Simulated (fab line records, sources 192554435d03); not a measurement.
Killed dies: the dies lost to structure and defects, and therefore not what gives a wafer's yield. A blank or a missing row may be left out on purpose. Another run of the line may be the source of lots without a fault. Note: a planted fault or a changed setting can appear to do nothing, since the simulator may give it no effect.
fab line records	flow n5_finfet
record lots=6	wafers=18	last_day=17
route steps=1938 shown BEOL_M4@1082 BEOL_M5@1112 PASSIVATION@1936
lots that met no fault: from a run of the same line without faults
start_h: hours from the record's opening day to when the first of the lot's shown wafers began	wait_h: hours since the lot's step before	" identical to the entry in the row above	L1.1+2: a row that stands for several wafers	- value missing, or start not given	* or withheld: withheld	< > ~ a bound
route shown NAME@n: a module of which the file shows steps, and the number in the route of the first	usual: the fault-free wafers' mean and standard deviation	same: alike in all rows	chamber/n: place in a boat	sites: readings site by site	_std_site: standard deviation of those values	_edge_site: outer sites' mean less inner sites'	radius_mm: for every site, how far away it sits from the centre of the wafer	mask NAME#n: copy n	behind: the most recent tool/chamber to have shaped the wafer	hold: the reason the lot was held/the length of the hold in hours/how it ended	device: the transistor (n, p or np) that didn't switch	end of line: tests of these same wafers at the route's end	a step without rows: its recipe alone	killed: dies lost to structure and defects at the first sort, not the wafer's yield	map: a wafer's dies, x killed, . not, _ none there
set.NAME: the setting that was run; set.NAME@STEP: the one run at that earlier step	model.NAME: the simulator's own value behind a step, which no gauge read
certain route steps with their lots: each step a table, each wafer a row
services: a tool's chamber out of use, with start hour (start_h, from the record's first day; less than 0 if before it), hours out, and reason
## steps
# step N5_BEOL_M4_SURFACE_TREAT_85
# recipe gas=Ar	time_s=*	ion_energy_ev=*	ion_current_ma_cm2=0.5	pressure_mtorr=*	ar_flow_sccm=30
# usual throttle_valve_pct=*
lot.wafer	tool	chamber	start_h	wait_h	throttle_valve_pct
L641.2	pvd_sputter-02	-	183.42	0.2	*
L641.3	"	-	"	"	*
L641.6	"	-	"	"	*
L642.2	pvd_sputter-01	-	185.12	0.2	*
L642.3	"	-	"	"	*
L642.4	"	-	"	"	*
L643.1	pvd_sputter-03	-	206.83	0.3	*
L643.4	"	-	"	"	*
L643.5	"	-	"	"	*
L649.2	pvd_sputter-02	-	263.99	0.3	*
L649.4	"	-	"	"	*
L649.6	"	-	"	"	*
L653.2	pvd_sputter-01	-	271.62	0.1	*
L653.3	"	-	"	"	*
L653.4	"	-	"	"	*
L657.1	pvd_sputter-03	-	299.22	1.7	*
L657.2	"	-	"	"	*
L657.6	"	-	"	"	*
# step N5_BEOL_M4_CVD_47
# recipe material=Co	target_thk_a=30	temp_c=withheld	precursor=CCTBA/H2	pressure_torr=30	time_s=223.8
# step N5_BEOL_M4_SPUTTER_48
# recipe material=Cu	target_thk_a=45	temp_c=-20	chamber_pressure_pa=0.07	power_w=withheld	time_s=8.29
# step N5_BEOL_M4_ANNEAL_49
# recipe temp_c=400	time_s=240	ambient=vacuum
# step N5_BEOL_M4_SPUTTER_79
# recipe material=Cu	target_thk_a=45	temp_c=-20	chamber_pressure_pa=0.07	power_w=withheld	time_s=8.29
# usual susceptor_temp_C=-19.99/0.11	throttle_valve_pct=30.0/1.1
lot.wafer	tool	chamber	start_h	wait_h	susceptor_temp_C	throttle_valve_pct
L641.2	pvd_sputter-02	-	183.86	0.1	-19.85	31.5
L641.3	"	-	"	"	-19.99	31.7
L641.6	"	-	"	"	-19.82	29.4
L642.2	pvd_sputter-02	-	185.74	0.1	-20.09	31.7
L642.3	"	-	"	"	-19.96	29.0
L642.4	"	-	"	"	-19.94	31.6
L643.1	pvd_sputter-01	-	207.59	0.1	-20.28	27.8
L643.4	"	-	"	"	-19.90	30.9
L643.5	"	-	"	"	-19.94	30.0
L649.2	pvd_sputter-01	-	264.43	0.1	-19.85	28.8
L649.4	"	-	"	"	-19.83	27.5
L649.6	"	-	"	"	-19.98	29.1
L653.2	pvd_sputter-01	-	272.16	0.1	-19.91	29.1
L653.3	"	-	"	"	-19.95	27.3
L653.4	"	-	"	"	-20.03	30.0
L657.1	pvd_sputter-02	-	299.74	0.1	-20.09	29.5
L657.2	"	-	"	"	-19.99	31.6
L657.6	"	-	"	"	-19.92	31.7
# step N5_BEOL_M4_ANNEAL_80
# recipe temp_c=400	time_s=240	ambient=vacuum
# usual heater_power_w=817/78	susceptor_temp_C=400.02/0.22
lot.wafer	tool	chamber	start_h	wait_h	heater_power_w	susceptor_temp_C
L641.2	pvd_sputter-02	-	183.94	0.0	1016	399.84
L641.3	"	-	"	"	812	400.70
L641.6	"	-	"	"	738	399.98
L642.2	pvd_sputter-02	-	185.82	0.0	807	400.05
L642.3	"	-	"	"	930	400.42
L642.4	"	-	"	"	981	399.88
L643.1	pvd_sputter-01	-	207.67	0.0	815	400.07
L643.4	"	-	"	"	800	400.23
L643.5	"	-	"	"	725	399.96
L649.2	pvd_sputter-01	-	264.51	0.0	900	399.80
L649.4	"	-	"	"	821	399.84
L649.6	"	-	"	"	877	400.13
L653.2	pvd_sputter-01	-	272.24	0.0	892	399.82
L653.3	"	-	"	"	806	400.20
L653.4	"	-	"	"	735	400.12
L657.1	pvd_sputter-02	-	299.82	0.0	740	400.10
L657.2	"	-	"	"	803	400.22
L657.6	"	-	"	"	982	399.97
# step N5_BEOL_M4_SPUTTER_81
# recipe material=Cu	target_thk_a=45	temp_c=-20	chamber_pressure_pa=0.07	power_w=withheld	time_s=8.29
# step N5_BEOL_M4_ANNEAL_82
# recipe temp_c=400	time_s=240	ambient=vacuum
# step N5_BEOL_M4_SPUTTER_86
# recipe material=Cu	target_thk_a=45	temp_c=-20	chamber_pressure_pa=0.07	power_w=withheld	time_s=8.29
# usual susceptor_temp_C=-20.00/0.12	throttle_valve_pct=30.0/1.1
lot.wafer	tool	chamber	start_h	wait_h	susceptor_temp_C	throttle_valve_pct
L641.2	pvd_sputter-02	-	184.30	0.1	-20.17	31.5
L641.3	"	-	"	"	-20.14	31.5
L641.6	"	-	"	"	-20.08	29.3
L642.2	pvd_sputter-02	-	186.18	0.1	-19.96	31.5
L642.3	"	-	"	"	-20.00	29.0
L642.4	"	-	"	"	-20.09	31.5
L643.1	pvd_sputter-01	-	208.03	0.1	-19.74	27.3
L643.4	"	-	"	"	-19.91	30.7
L643.5	"	-	"	"	-20.03	30.0
L649.2	pvd_sputter-01	-	264.87	0.1	-20.09	29.1
L649.4	"	-	"	"	-19.89	27.4
L649.6	"	-	"	"	-20.30	29.4
L653.2	pvd_sputter-01	-	272.60	0.1	-19.91	29.0
L653.3	"	-	"	"	-20.31	27.7
L653.4	"	-	"	"	-19.93	30.6
L657.1	pvd_sputter-02	-	300.18	0.1	-19.95	29.4
L657.2	"	-	"	"	-19.90	31.9
L657.6	"	-	"	"	-19.95	31.5
# step N5_BEOL_M4_ANNEAL_87
# recipe temp_c=400	time_s=240	ambient=vacuum
# usual heater_power_w=815/77	susceptor_temp_C=399.99/0.22
lot.wafer	tool	chamber	start_h	wait_h	heater_power_w	susceptor_temp_C
L641.2	pvd_sputter-02	-	184.38	0.0	962	399.69
L641.3	"	-	"	"	794	399.88
L641.6	"	-	"	"	734	400.11
L642.2	pvd_sputter-02	-	186.26	0.0	794	399.94
L642.3	"	-	"	"	889	400.01
L642.4	"	-	"	"	965	400.30
L643.1	pvd_sputter-01	-	208.11	0.0	799	400.10
L643.4	"	-	"	"	787	399.95
L643.5	"	-	"	"	721	400.19
L649.2	pvd_sputter-01	-	264.95	0.0	938	399.66
L649.4	"	-	"	"	806	400.09
L649.6	"	-	"	"	914	399.51
L653.2	pvd_sputter-01	-	272.68	0.0	884	400.26
L653.3	"	-	"	"	794	400.09
L653.4	"	-	"	"	713	400.18
L657.1	pvd_sputter-02	-	300.26	0.0	752	399.80
L657.2	"	-	"	"	776	399.91
L657.6	"	-	"	"	984	399.77
# step N5_BEOL_M4_SPUTTER_88
# recipe material=Cu	target_thk_a=45	temp_c=-20	chamber_pressure_pa=0.07	power_w=withheld	time_s=8.29
# step N5_BEOL_M4_ANNEAL_89
# recipe temp_c=400	time_s=240	ambient=vacuum
# step N5_BEOL_M4_SPUTTER_90
# recipe material=Cu	target_thk_a=45	temp_c=-20	chamber_pressure_pa=0.07	power_w=withheld	time_s=8.29
# usual susceptor_temp_C=-20.00/0.1	throttle_valve_pct=30.0/1.1
lot.wafer	tool	chamber	start_h	wait_h	susceptor_temp_C	throttle_valve_pct
L641.2	pvd_sputter-02	-	184.74	0.1	-20.12	31.5
L641.3	"	-	"	"	-20.09	31.5
L641.6	"	-	"	"	-19.86	29.3
L642.2	pvd_sputter-02	-	186.62	0.1	-19.97	31.4
L642.3	"	-	"	"	-19.98	29.1
L642.4	"	-	"	"	-20.06	31.3
L643.1	pvd_sputter-01	-	208.47	0.1	-20.02	27.6
L643.4	"	-	"	"	-19.82	30.5
L643.5	"	-	"	"	-19.99	30.2
L649.2	pvd_sputter-01	-	265.31	0.1	-19.92	29.3
L649.4	"	-	"	"	-19.98	27.7
L649.6	"	-	"	"	-20.03	29.1
L653.2	pvd_sputter-01	-	273.04	0.1	-19.94	29.0
L653.3	"	-	"	"	-19.89	27.6
L653.4	"	-	"	"	-20.03	30.0
L657.1	pvd_sputter-02	-	300.62	0.1	-19.97	29.4
L657.2	"	-	"	"	-19.86	31.7
L657.6	"	-	"	"	-19.97	31.5
# step N5_BEOL_M4_ANNEAL_91
# recipe temp_c=400	time_s=240	ambient=vacuum
# step N5_BEOL_M4_SPUTTER_92
# recipe material=Cu	target_thk_a=45	temp_c=-20	chamber_pressure_pa=0.07	power_w=withheld	time_s=8.29
# step N5_BEOL_M4_ANNEAL_93
# recipe temp_c=400	time_s=240	ambient=vacuum
# step N5_BEOL_M4_SPUTTER_94
# recipe material=Cu	target_thk_a=45	temp_c=-20	chamber_pressure_pa=0.07	power_w=withheld	time_s=8.29
# step N5_BEOL_M4_ANNEAL_95
# recipe temp_c=400	time_s=240	ambient=vacuum
# step N5_BEOL_M4_SPUTTER_96
# recipe material=Cu	target_thk_a=45	temp_c=-20	chamber_pressure_pa=0.07	power_w=withheld	time_s=8.29
# step N5_BEOL_M4_ECD_50
# recipe material=Cu	target_thk_a=3000
# step N5_BEOL_M4_ANNEAL_51
# recipe temp_c=225	time_s=90	ambient=N2
# step N5_BEOL_M4_CMP_52
# recipe stop_on=SiOC	t_overpolish_s=6.8	down_force_psi=1	platen_rpm=50	clearing_platen_down_force_psi=1.5	clearing_platen_rpm=50	post_cmp_clean=cu_alkaline	target_thk_nm=40	clearing_platen_pad_velocity_m_s=0.99484	pad_velocity_m_s=0.99484
# step N5_BEOL_M4_PRE_CLEAN_60
# recipe gas=NH3/H2	time_s=15	temp_c=*	rf_power_w=300
# step N5_BEOL_M4_CO_CAP_55
# recipe material=Co	target_thk_a=20	temp_c=200	precursor=CCTBA/H2	pressure_torr=30	time_s=102.1
# step N5_BEOL_M4_PRE_CLEAN_56
# recipe gas=NH3	time_s=15	temp_c=withheld	rf_power_w=300
# step N5_BEOL_M4_DEP_57
# recipe material=SiCN	target_thk_a=80	temp_c=withheld	precursor=3MS/NH3	pressure_torr=3	rf_w=202	time_s=14
# step N5_BEOL_M4_RS_MEAS_58
# recipe thk_meas_gauge=four-point-probe	reads=Co_of_BEOL_M4_CO_CAP_55+Cu_of_BEOL_M4_ECD_50+Co_of_BEOL_M4_CVD_47+TaN_of_BEOL_M4_ALD_84
# usual M4_RS=0.678/0.025
lot.wafer	tool	chamber	start_h	wait_h	M4_RS[ohm/sq]
L641.2	film_metro-01	-	186.69	0.1	0.674
L641.3	"	-	"	"	0.658
L641.6	"	-	"	"	0.662
L642.2	film_metro-02	-	188.33	0.1	0.696
L642.3	"	-	"	"	0.672
L642.4	"	-	"	"	0.703
L643.1	film_metro-02	-	210.19	0.0	0.705
L643.4	"	-	"	"	0.698
L643.5	"	-	"	"	0.691
L649.2	film_metro-01	-	267.02	0.1	0.672
L649.4	"	-	"	"	0.707
L649.6	"	-	"	"	0.672
L653.2	film_metro-02	-	274.83	0.1	0.653
L653.3	"	-	"	"	0.651
L653.4	"	-	"	"	0.671
L657.1	film_metro-02	-	302.42	0.0	0.732
L657.2	"	-	"	"	0.673
L657.6	"	-	"	"	0.746
# step N5_BEOL_M4_RC_MEAS_101
# usual DIBL_N=35.9/1.3	DIBL_P=35.9/1.5	IOFF_N=0.152/0.023	IOFF_P=0.204/0.027	ION_N=673/9.2	ION_P=462/6.7	SS_N=71.4/0.48	SS_P=73.2/0.55	VT_N=250.3/2.6	VT_P=-250.6/3
lot.wafer	tool	chamber	start_h	wait_h	DIBL_N[mV/V]	DIBL_P[mV/V]	IOFF_N[nA/um]	IOFF_P[nA/um]	ION_N[uA/um]	ION_P[uA/um]	SS_N[mV/dec]	SS_P[mV/dec]	VT_N[mV]	VT_P[mV]
L641.2	prober-01	0	186.90	0.2	36.3	36.8	0.184	0.213	683	467	71.4	73.1	248.1	-252.1
L641.3	"	0	"	"	36.2	37.6	0.185	0.225	687	459	70.6	73.6	247.5	-253.5
L641.6	"	0	"	"	36.2	37.2	0.184	0.215	670	458	71.2	73.9	245.4	-253.0
L642.2	prober-02	0	188.53	0.2	35.0	36.3	0.157	0.219	679	465	71.6	73.4	252.0	-250.1
L642.3	"	0	"	"	36.1	37.1	0.171	0.237	681	474	72.2	73.2	247.4	-248.6
L642.4	"	0	"	"	36.8	38.3	0.189	0.255	680	469	72.4	73.5	245.9	-247.0
L643.1	prober-02	0	210.24	0.0	35.9	36.7	0.157	0.184	676	454	70.9	73.6	250.0	-255.3
L643.4	"	0	"	"	35.6	36.1	0.153	0.183	677	455	71.4	73.0	249.8	-253.7
L643.5	"	0	"	"	34.1	34.7	0.131	0.165	657	451	70.7	73.4	253.1	-255.4
L649.2	prober-02	0	267.23	0.2	35.6	35.8	0.138	0.199	687	470	71.1	73.7	250.1	-250.5
L649.4	"	0	"	"	37.2	36.9	0.154	0.220	682	464	72.3	73.6	249.0	-248.0
L649.6	"	0	"	"	36.3	36.6	0.152	0.214	677	469	71.4	73.5	250.2	-247.5
L653.2	prober-02	0	275.04	0.2	35.7	33.3	0.133	0.219	680	472	71.2	73.0	253.4	-245.7
L653.3	"	0	"	"	35.6	33.3	0.134	0.215	659	466	71.0	72.8	252.2	-245.3
L653.4	"	0	"	"	36.3	33.2	0.138	0.212	673	469	71.9	72.6	252.2	-245.2
L657.1	prober-01	0	302.47	0.0	35.7	35.4	0.126	0.161	666	450	71.0	73.3	252.6	-252.7
L657.2	"	0	"	"	37.3	37.8	0.156	0.186	678	459	70.8	72.8	248.4	-252.4
L657.6	"	0	"	"	36.9	37.2	0.146	0.183	674	461	71.3	72.9	247.5	-251.7
# step N5_BEOL_M5_ILD_DEP_00
# recipe material=SiCOH_lowk	target_thk_a=1406.4	temp_c=300	precursor=DEMS/porogen	pressure_torr=5	rf_w=500	time_s=25.9
# step N5_BEOL_M5_CURE_79
# recipe temp_c=385	time_s=240	ambient=He/Ar	material=SiCOH_lowk
# step N5_BEOL_M5_THK_MEAS_01
# recipe reads=SiCOH_lowk_of_BEOL_M5_ILD_DEP_00
# usual M5_ILD_THK=120.8/1.4
lot.wafer	tool	chamber	start_h	wait_h	M5_ILD_THK[nm]
L641.2	film_metro-01	-	188.28	0.4	118.9
L641.3	"	-	"	"	119.3
L641.6	"	-	"	"	119.5
L642.2	film_metro-01	-	189.91	0.4	122.3
L642.3	"	-	"	"	120.7
L642.4	"	-	"	"	122.0
L643.1	film_metro-02	-	211.78	0.4	119.2
L643.4	"	-	"	"	121.5
L643.5	"	-	"	"	120.5
L649.2	film_metro-01	-	268.75	0.4	121.0
L649.4	"	-	"	"	122.5
L649.6	"	-	"	"	122.7
L653.2	film_metro-01	-	277.19	0.4	118.8
L653.3	"	-	"	"	118.5
L653.4	"	-	"	"	121.1
L657.1	film_metro-02	-	304.10	0.4	120.1
L657.2	"	-	"	"	118.5
L657.6	"	-	"	"	123.0
# step N5_BEOL_M5_PECVD_70
# recipe material=SiO2	target_thk_a=160	temp_c=400	precursor=TEOS/O2	pressure_torr=5.5	rf_w=450	teos_flow_sccm=53.8	gas=O2	flow_sccm=3000	time_s=18
# step N5_BEOL_M5_HM_DEP_02
# recipe material=TiN	target_thk_a=200	temp_c=25	chamber_pressure_pa=0.49996
# step N5_BEOL_M5_COAT_59
# recipe resist=SOC	temp_c=250	time_s=60	spin_rpm=1500	resist_thk_nm=60
# step N5_BEOL_M5_COAT_60
# recipe resist=SiARC	temp_c=220	time_s=60	spin_rpm=1500	resist_thk_nm=12
# step N5_BEOL_M5_COAT_71
# recipe resist=underlayer	temp_c=205	time_s=60	spin_rpm=1500	resist_thk_nm=5
# step N5_BEOL_M5_COAT_05
# recipe resist=CAR-EUV	spin_rpm=1500	resist_thk_nm=30
# step N5_BEOL_M5_EBR_07
# recipe solvent=PGMEA	ebr_width_mm=1.5
# step N5_BEOL_M5_SOFTBAKE_06
# recipe temp_c=110	time_s=60	resist=CAR-EUV
# step N5_BEOL_M5_EXPOSE_08
# recipe mask_id=M5	na=0.33	source_shape=annular	sigma_inner=0.4	sigma_outer=0.8	polarization=unpolarized	target_cd_nm=28	dose_mj=35.75
# step N5_PASSIVATION_PROBE_49
# usual defect_limited_yield=91.0/1.5	killed_at_M0_to_M3=37/12	killed_at_M4_up=13/5	killed_at_contacts=13/6.1	killed_at_front_end=39/11	killed_at_other=4/3.2	killed_dies=106/17	killed_on_rim=13/4.2	killed_open=69/12	killed_short=35/7.9	sort_bin_5_function=5.3/1	sort_bin_6_memory=3.3/0.68	sort_n_pass=1074/17	sort_yield_pct=91.0/1.5
# same gross_dies=1180	killed_at_back_side=0	sort_bin_4_leakage[%]=0	sort_bin_8_speed[%]=0
lot.wafer	tool	chamber	start_h	wait_h	defect_limited_yield[%]	killed_at_M0_to_M3	killed_at_M4_up	killed_at_contacts	killed_at_front_end	killed_at_other	killed_dies	killed_on_rim	killed_open	killed_short	sort_bin_5_function[%]	sort_bin_6_memory[%]	sort_n_pass	sort_yield_pct[%]
L641.2	prober-02	-	292.16	0.1	90.9	52	11	6	33	5	107	8	69	35	5.5	3.5	1073	90.9
L641.3	prober-02	-	292.21	0.1	90.3	42	7	11	48	6	114	20	79	33	6.2	3.1	1066	90.3
L641.6	prober-02	-	292.36	0.3	91.8	42	7	11	35	2	97	20	65	29	5.1	2.8	1083	91.8
L643.1	prober-02	-	324.23	0.0	91.3	29	26	16	31	1	103	12	67	34	5.7	2.8	1077	91.3
L643.4	prober-02	-	324.38	0.2	92.7	25	9	11	38	3	86	12	54	32	4.2	2.3	1094	92.7
L643.5	prober-02	-	324.43	0.2	91.4	32	12	10	40	7	101	9	57	42	5.1	3.0	1079	91.4
L649.4	prober-02	-	375.04	0.2	82.6	41	103	15	37	9	205	28	71	36	10.7	4.4	975	82.6
L653.3	prober-02	-	390.87	0.1	83.6	43	99	16	30	5	193	22	64	36	10.7	3.1	987	83.6
# killed by level:class
L641.2 BEOL_M0_SAQP:geometric_particle:open=15 BEOL_M0_SAQP:geometric_particle:short=12 STI_FIN_REVEAL:geometric_particle:open=9 FIN_SAQP:geometric_particle:open=8 BEOL_M2:geometric_particle:open=8 GATE_CUT:geometric_particle:short=5 MOL_CONTACT_COAG:geometric_particle:open=5 BEOL_M3:geometric_particle:open=5
L641.3 FIN_SAQP:geometric_particle:open=15 BEOL_M2:geometric_particle:open=12 STI_FIN_REVEAL:geometric_particle:open=9 MOL_CONTACT_COAG:geometric_particle:open=9 BEOL_M0_SAQP:geometric_particle:short=8 BEOL_M0_SAQP:geometric_particle:open=6 GATE_CUT:geometric_particle:open=5 BEOL_M1:geometric_particle:open=5
L641.6 BEOL_M2:geometric_particle:open=11 BEOL_M0_SAQP:geometric_particle:short=10 STI_FIN_REVEAL:geometric_particle:open=7 MOL_CONTACT_COAG:geometric_particle:open=7 FIN_SAQP:geometric_particle:open=6 BEOL_M3:geometric_particle:open=6 BEOL_M0_SAQP:geometric_particle:open=5 BEOL_M8:geometric_particle:open=5
L643.1 MOL_CONTACT_COAG:geometric_particle:open=15 FIN_SAQP:geometric_particle:short=10 FIN_SAQP:geometric_particle:open=8 BEOL_M5:geometric_particle:open=6 BEOL_M0_SAQP:geometric_particle:short=6 BEOL_M2:geometric_particle:open=6 BEOL_M3:geometric_particle:open=6 BEOL_M0_SAQP:geometric_particle:open=5
L643.4 STI_FIN_REVEAL:geometric_particle:open=9 DUMMY_GATE:geometric_particle:open=7 MOL_CONTACT_COAG:geometric_particle:open=6 BEOL_M0_SAQP:geometric_particle:short=6 STI_FIN_REVEAL:geometric_particle:short=5 GATE_CUT:geometric_particle:short=5 MOL_CONTACT_COAG:geometric_particle:short=5 BEOL_M3:geometric_particle:open=5
L643.5 FIN_SAQP:geometric_particle:short=13 BEOL_M2:geometric_particle:open=8 MOL_CONTACT_COAG:geometric_particle:open=8 BEOL_M3:geometric_particle:open=6 DUMMY_GATE:geometric_particle:short=5 STARTING-WAFER:geometric_particle:short=5 BEOL_M0_SAQP:geometric_particle:short=5 BEOL_M4:geometric_particle:open=5
L649.4 BEOL_M4:unspecified=96 MOL_CONTACT_COAG:geometric_particle:open=15 BEOL_M0_SAQP:geometric_particle:open=12 BEOL_M0_SAQP:geometric_particle:short=10 STI_FIN_REVEAL:geometric_particle:open=8 FIN_SAQP:geometric_particle:open=6 BEOL_M2:geometric_particle:open=6 BEOL_M4:geometric_particle:open=5
L653.3 BEOL_M4:unspecified=93 BEOL_M3:geometric_particle:open=16 MOL_CONTACT_COAG:geometric_particle:open=11 BEOL_M0_SAQP:geometric_particle:short=7 BEOL_M0_SAQP:geometric_particle:open=7 FIN_SAQP:geometric_particle:short=6 DUMMY_GATE:geometric_particle:open=6 FIN_SAQP:geometric_particle:open=5
# map L649.4 (x killed, . not)
_________________........x..x________________
______________...x.......x......_____________
___________.....xx..x..............__________
__________....x......x.............._________
________................x.....x....x.._______
_______........x..x....x...x...x.....x.______
______.................x....x..........._____
_____..x.................x.x..x........x.____
____...............x......................___
___...x.x............x.........x......x....__
___........................................__
__..x....x.......x.x.............x.........._
__....x....................................._
_.......x............x.......x..x............
_..............x..x....................x..xx.
_.................x.......x..x.......x.......
_.................xx..........x..x..........x
_..x..x.x....xx............x..x.......x......
_x.x...xx..............x.................x...
_..xxxx.xxx....x....xx......xx.......x.......
_.xxxxxxxxxxxx..x........x.x............x..x.
__xxxxxxxxxxx.xx......x......x....x........._
__xxxxxxxxxxx.xx.....x....................x._
___xxxxxxxxxxx.xx..........x..x............__
___xxxxxxxxxxx........x.....x.x............__
____xxxxxxxxx.............................___
_____xxxxxxxxx.........x..xx.......x.x..x____
______xxxxx.x.......x..................._____
_______x.xx..............x..x..x.......______
________..x..........x......x.xx......_______
__________...............x.........._________
___________........x............x..__________
______________.................._____________
_________________.......x....________________
# map L653.3 (x killed, . not)
_________________....x.......________________
______________...........xxx...._____________
___________...........x.......xx...__________
__________.............x............_________
________.............x................_______
_______......x......x...............x..______
______..x..............x................_____
_____....................................____
____................x.............x.......___
___............x........x......x...........__
___.............x.x............x...........__
__.......................x.....xx..........._
__........x........................x........_
_x..x..x....xx....x..............x...........
_.........x...........x......................
_.x...x..x......x.......x..xx...x......x.....
_x.................x...........xx..x.........
_xx..x.x..x.........x..x...............x...xx
_...x.x.xxx.....x.....xx.x...........x.x....x
_.xxxxxxxxx.....x...........x.........x......
_xxxxxxxxxx.x...........x....................
__xxxxxxxxxxxx.......x....x..............x.._
__xxxxxxxxxxx.x.x....x......................_
___xxxxxxxxxxxx.x.x........................__
___xxxxxxxxxxx....x.....................x..__
____xxxxxxxx.x.x............x.............___
_____xxxxxx..x................x..........____
______xxxxx.................x........x.._____
_______..x....xx....................x..______
________.................x.x.x........_______
__________....x.x........x..x.....x._________
___________............x...........__________
______________........x...x....._____________
_________________............________________
## services
tool	chamber	start_h	hours	kind
pvd_sputter-03	-	186.76	4.3	repair
## key
first_sign step=N5_PASSIVATION_PROBE_49	reading=killed_at_M4_up	direction=up	sigmas=18	usual=13	struck=101
effect step=N5_PASSIVATION_PROBE_49	reading=defect_limited_yield	direction=down	sigmas=5.4	usual=91.0	struck=83.1
more_kills_born_at N5_BEOL_M4_SPUTTER_90@pvd_sputter-01=189
met_at N5_BEOL_M4_SPUTTER_90
struck_wafers L649.4,L653.3
onset_between 208.47 265.31
fault kind=chamber_particle_source	tool=pvd_sputter-01	chamber=-	onset_h=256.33	steps=N5_BEOL_M4_SPUTTER_90	rate_per_visit_cm2=0.92013	end_h=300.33	scope=struck_wafers_only
